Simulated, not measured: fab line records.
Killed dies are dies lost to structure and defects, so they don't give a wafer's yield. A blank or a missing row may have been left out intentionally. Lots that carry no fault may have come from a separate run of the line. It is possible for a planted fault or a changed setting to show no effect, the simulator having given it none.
Which tool was responsible? ; flow n5-finfet ; Sampling: 24 lots, 72 wafers, 4 of 1938 route steps

## WHAT EACH GAUGE READ, for each wafer
N5_BEOL_M6_OCD_MEAS_38. Usual: 93.0 nm for trench-depth-nm, sd 1.9.
lot;measured;on;trench-depth-nm (nm);flag
L074;day 8 10:46;ocd-01;93.2 93.9 93.1;
L076;day 8 23:02;ocd-01;89.9 93.5 93.4;
L075;day 9 01:25;ocd-01;93.1 91.9 90.9;
L077;day 9 04:12;ocd-01;94.7 92.5 91.8;
L078;day 9 11:34;ocd-01;91.8 88.4 93.1;
L079;day 9 21:10;ocd-02;91.5 92.0 92.3;
L081;day 10 01:19;ocd-01;93.5 90.8 94.2;
L080;day 10 07:31;ocd-01;93.3 93.0 89.2;
L082;day 10 13:04;ocd-01;94.8 94.5 92.8;
L083;day 10 22:32;ocd-02;92.7 93.2 92.7;
L084;day 10 23:18;ocd-01;91.4 96.5 91.4;
L086;day 11 16:12;ocd-02;90.3 92.0 94.8;
L085;day 11 21:33;ocd-02;93.7 94.6 92.7;
L088;day 11 21:14;ocd-01;93.0 93.8 98.5;
L087;day 12 02:00;ocd-02;90.8 89.2 93.2;
L089;day 12 07:43;ocd-02;96.3 95.0 93.5;
L091;day 13 00:18;ocd-02;97.8 93.0 93.0;
L093;day 13 09:29;ocd-02;93.4 93.9 94.5;
L090;day 13 11:16;ocd-01;91.6 93.1 90.0;
L092;day 13 20:28;ocd-01;93.8 94.0 94.4;
L094;day 14 02:43;ocd-01;94.8 94.2 92.1;
L095;day 14 05:11;ocd-02;94.9 93.8 91.0;
L096;day 14 10:38;ocd-01;90.9 94.2 91.0;
L097;day 14 17:40;ocd-01;90.5 91.2 95.0;

N5_BEOL_M7_INSPECT_30: inspects for defects (brightfield). Usual: 430 for raw-defect-count, sd 89.
lot;measured;on;raw-defect-count;flag
L074;day 8 16:54;defect-inspect-02;443 566 380;
L076;day 9 05:04;defect-inspect-02;502 413 422;
L075;day 9 07:10;defect-inspect-02;364 414 395;
L077;day 9 11:13;defect-inspect-02;321 357 313;
L078;day 9 19:56;defect-inspect-02;354 342 399;
L079;day 10 06:55;defect-inspect-01;419 522 508;
L081;day 10 09:08;defect-inspect-02;632 487 414;
L080;day 10 15:04;defect-inspect-01;483 413 446;
L082;day 10 21:47;defect-inspect-01;353 486 414;
L083;day 11 07:03;defect-inspect-01;345 352 422;
L084;day 11 09:25;defect-inspect-01;547 685 545;
L086;day 11 22:47;defect-inspect-01;355 467 427;
L085;day 12 04:55;defect-inspect-02;515 420 332;
L088;day 12 04:58;defect-inspect-02;382 502 357;
L087;day 12 09:43;defect-inspect-01;334 511 456;
L089;day 12 13:54;defect-inspect-02;511 591 587;
L091;day 13 07:39;defect-inspect-01;385 491 435;
L093;day 13 17:29;defect-inspect-02;264 207 388;
L090;day 13 17:19;defect-inspect-02;378 325 323;
L092;day 14 04:35;defect-inspect-01;280 359 326;
L094;day 14 13:02;defect-inspect-01;666 502 482;
L095;day 14 13:43;defect-inspect-02;630 363 521;
L096;day 14 17:26;defect-inspect-01;479 414 317;
L097;day 15 01:25;defect-inspect-01;553 358 424;

## TOOL THAT RAN EACH LOT (tool first, then ch and the chambers of the sampled wafers, then the start)
lot;N5_BEOL_M6_ILD_DEP_00;N5_BEOL_M6_DEGAS_44
L074;pecvd-04 ch 0,1, day 8 06:52;pvd-sputter-01, day 8 11:28
L076;pecvd-03 ch 1,2, day 8 17:38;pvd-sputter-01, day 8 23:53
L075;pecvd-03 ch 0,1,2, day 8 20:17;pvd-sputter-02, day 9 02:25
L077;pecvd-03 ch 0,1,2, day 9 00:44;pvd-sputter-03, day 9 05:32
L078;pecvd-03 ch 0,1,2, day 9 08:46;pvd-sputter-02, day 9 12:13
L079;pecvd-03 ch 0,1, day 9 16:16;pvd-sputter-02, day 9 22:53
L081;pecvd-04 ch 0,1,2, day 9 21:26;pvd-sputter-02, day 10 02:44
L080;pecvd-01 ch 0,1,2, day 10 01:44;pvd-sputter-02, day 10 08:14
L082;pecvd-01 ch 0,2, day 10 09:18;pvd-sputter-01, day 10 14:52
L083;pecvd-04 ch 1,2, day 10 17:18;pvd-sputter-02, day 10 23:29
L084;pecvd-03 ch 1,2, day 10 17:47;pvd-sputter-02, day 10 23:49
L086;pecvd-03 ch 1,2, day 11 08:38;pvd-sputter-03, day 11 16:59
L085;pecvd-04 ch 0,1, day 11 12:52;pvd-sputter-02, day 11 22:23
L088;pecvd-04 ch 0,1, day 11 17:17;pvd-sputter-02, day 11 22:01
L087;pecvd-01 ch 0,1,2, day 11 22:28;pvd-sputter-03, day 12 02:46
L089;pecvd-01 ch 1,2, day 12 02:10;pvd-sputter-02, day 12 08:32
L091;pecvd-03 ch 1,2, day 12 20:13;pvd-sputter-03, day 13 01:05
L093;pecvd-03 ch 1, day 13 04:52;pvd-sputter-01, day 13 10:46
L090;pecvd-04 ch 0,1, day 13 05:20;pvd-sputter-02, day 13 12:07
L092;pecvd-03 ch 1,2, day 13 15:32;pvd-sputter-01, day 13 21:13
L094;pecvd-04 ch 0,1,2, day 13 21:52;pvd-sputter-02, day 14 03:19
L095;pecvd-04 ch 0,1, day 14 01:16;pvd-sputter-02, day 14 06:07
L096;pecvd-04 ch 0,1, day 14 03:31;pvd-sputter-02, day 14 11:10
L097;pecvd-01 ch 1,2, day 14 12:14;pvd-sputter-01, day 14 18:28
- N5_BEOL_M6_ILD_DEP_00: deposits SiCOH lowk from DEMS/porogen, target thk 179.75 nm, time 33.4 s.
- N5_BEOL_M6_DEGAS_44: time 60 s.

## WHAT THE TOOLS THEMSELVES READ (means of the sampled wafers that have a number; where no wafer has one, the mark that the record gives instead)
N5_BEOL_M6_ILD_DEP_00. Usual: heater-power-w 340 W, standard deviation 53; showerhead-plenum-p-Torr 5.745 Torr, standard deviation 0.014; throttle-valve-pct 13.9 %, standard deviation 0.78.
lot;tool;heater-power-w (W);showerhead-plenum-p-Torr (Torr);throttle-valve-pct (%);flag
L074;pecvd-04;328;5.741;15.0;
L076;pecvd-03;332;5.746;13.2;
L075;pecvd-03;339;5.755;13.5;
L077;pecvd-03;330;5.752;13.5;
L078;pecvd-03;322;5.748;13.6;
L079;pecvd-03;303;5.747;13.8;
L081;pecvd-04;353;5.736;14.4;
L080;pecvd-01;347;5.744;13.6;
L082;pecvd-01;334;5.742;13.1;
L083;pecvd-04;383;5.730;14.2;
L084;pecvd-03;315;5.738;13.0;
L086;pecvd-03;366;5.740;12.9;
L085;pecvd-04;350;5.751;14.8;
L088;pecvd-04;360;5.749;14.9;
L087;pecvd-01;351;5.748;13.6;
L089;pecvd-01;356;5.746;14.0;
L091;pecvd-03;352;5.743;12.9;
L093;pecvd-03;284;5.726;13.6;
L090;pecvd-04;358;5.745;14.9;
L092;pecvd-03;331;5.748;13.0;
L094;pecvd-04;333;5.744;14.4;
L095;pecvd-04;353;5.743;15.1;
L096;pecvd-04;353;5.738;14.8;
L097;pecvd-01;351;5.756;14.0;

N5_BEOL_M6_DEGAS_44. Usual: 337 W for heater-power-w, sd 33.
lot;tool;heater-power-w (W);flag
L074;pvd-sputter-01;296;
L076;pvd-sputter-01;313;
L075;pvd-sputter-02;358;
L077;pvd-sputter-03;335;
L078;pvd-sputter-02;346;
L079;pvd-sputter-02;373;
L081;pvd-sputter-02;378;
L080;pvd-sputter-02;355;
L082;pvd-sputter-01;318;
L083;pvd-sputter-02;333;
L084;pvd-sputter-02;361;
L086;pvd-sputter-03;332;
L085;pvd-sputter-02;348;
L088;pvd-sputter-02;348;
L087;pvd-sputter-03;336;
L089;pvd-sputter-02;347;
L091;pvd-sputter-03;349;
L093;pvd-sputter-01;300;
L090;pvd-sputter-02;345;
L092;pvd-sputter-01;260;
L094;pvd-sputter-02;364;
L095;pvd-sputter-02;357;
L096;pvd-sputter-02;340;
L097;pvd-sputter-01;291;

## THE ANSWER, worked out from the rows above alone
Rule: take the mean of a lot's wafers that have a number; if it is more than 3 standard deviations from the usual mean, the lot is off. Also off: a lot with no number at a reading for which 4 or more lots have one. Any other lot the step has rows for is counted as sound. The gauges are gone through in route order, then the tools' own readings, and for those a lot's mean is taken as printed above. At the first step where some lot is off, the reading lying furthest off is the one used; lots without a number count as furthest.
Nothing can be told from this: no lot is off at any reading shown.

## WHAT HAD BEEN PUT IN BY THE SIMULATOR
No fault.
